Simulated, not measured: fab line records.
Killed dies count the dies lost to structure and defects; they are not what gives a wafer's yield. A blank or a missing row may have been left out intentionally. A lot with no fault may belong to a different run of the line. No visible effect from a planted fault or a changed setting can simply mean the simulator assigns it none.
2 desks, one fault | flow n5_finfet | what lay behind the numbers comes last; until then each desk has only its own

## METROLOGY DESK
Means of the sampled wafers that have a number, per lot and without regard to the tool the lot ran on: this is what the gauges read. Marked OUT: a lot whose mean sits more than 4 standard deviations from the usual mean, which makes it out of limits; the brackets give that distance. Readings shown: 7 of its 10, picked as those furthest out on some lot.
Columns: A = DIBL_N at N5_BEOL_M4_RC_MEAS_101, usual 35.9 mV/V; B = DIBL_P at N5_BEOL_M4_RC_MEAS_101, usual 35.9 mV/V; C = IOFF_N at N5_BEOL_M4_RC_MEAS_101, usual 0.155 nA/um; D = IOFF_P at N5_BEOL_M4_RC_MEAS_101, usual 0.201 nA/um; E = ION_N at N5_BEOL_M4_RC_MEAS_101, usual 672 uA/um; F = ION_P at N5_BEOL_M4_RC_MEAS_101, usual 460 uA/um; G = VT_P at N5_BEOL_M4_RC_MEAS_101, usual -251.6 mV
lot  | first seen here | A    | B    | C     | D     | E   | F   | G
L362 | day 9 00:02     | 36.2 | 37.9 | 0.171 | 0.212 | 677 | 461 | -252.5
L372 | day 12 10:48    | 36.0 | 36.8 | 0.151 | 0.232 | 672 | 466 | -248.0
L374 | day 12 11:20    | 36.4 | 36.1 | 0.149 | 0.196 | 678 | 463 | -251.7
L375 | day 12 15:39    | 36.5 | 37.5 | 0.158 | 0.172 | 666 | 452 | -258.0
L377 | day 12 22:38    | 38.2 | 38.1 | 0.185 | 0.231 | 687 | 465 | -250.5
Result from this desk: across the 5 lots, nothing is out of limits.

## FOR THE TOOL OWNER'S DESK: rie_diel-03
The tool's own readings at N5_BEOL_M0_SAQP_CUT_ETCH_46 (etches SOC in N2/H2, target depth 135 nm, overetch 27 nm, time 202.5 s): means of the sampled wafers that have a number, for each lot that ran on this tool. Marked OUT: a lot whose mean sits more than 4 standard deviations from the usual mean, which makes it out of limits; the brackets give that distance.
Columns: A = drypump_motor_current_A at N5_BEOL_M0_SAQP_CUT_ETCH_46, usual 5.9 A; B = rf_vpp_V at N5_BEOL_M0_SAQP_CUT_ETCH_46, usual 524.1 V; C = showerhead_plenum_p_Torr at N5_BEOL_M0_SAQP_CUT_ETCH_46, usual 2.55 Torr; D = throttle_valve_pct at N5_BEOL_M0_SAQP_CUT_ETCH_46, usual 17.79 %
lot  | first seen here | A   | B     | C    | D
L362 | day 7 01:59     | 5.4 | 522.1 | 2.51 | 17.68
L372 | day 9 13:07     | 5.7 | 523.1 | 2.54 | 17.75
L374 | day 9 23:32     | 6.2 | 527.8 | 2.67 | 17.71
L375 | day 10 04:37    | 6.0 | 525.1 | 2.61 | 17.75
Result from this desk: across the 4 lots, nothing is out of limits.

## PUT TOGETHER
The metrology desk saw nothing out of limits.
The tool owner's desk saw nothing out of limits.

## WHAT THE SIMULATOR HAD PUT IN
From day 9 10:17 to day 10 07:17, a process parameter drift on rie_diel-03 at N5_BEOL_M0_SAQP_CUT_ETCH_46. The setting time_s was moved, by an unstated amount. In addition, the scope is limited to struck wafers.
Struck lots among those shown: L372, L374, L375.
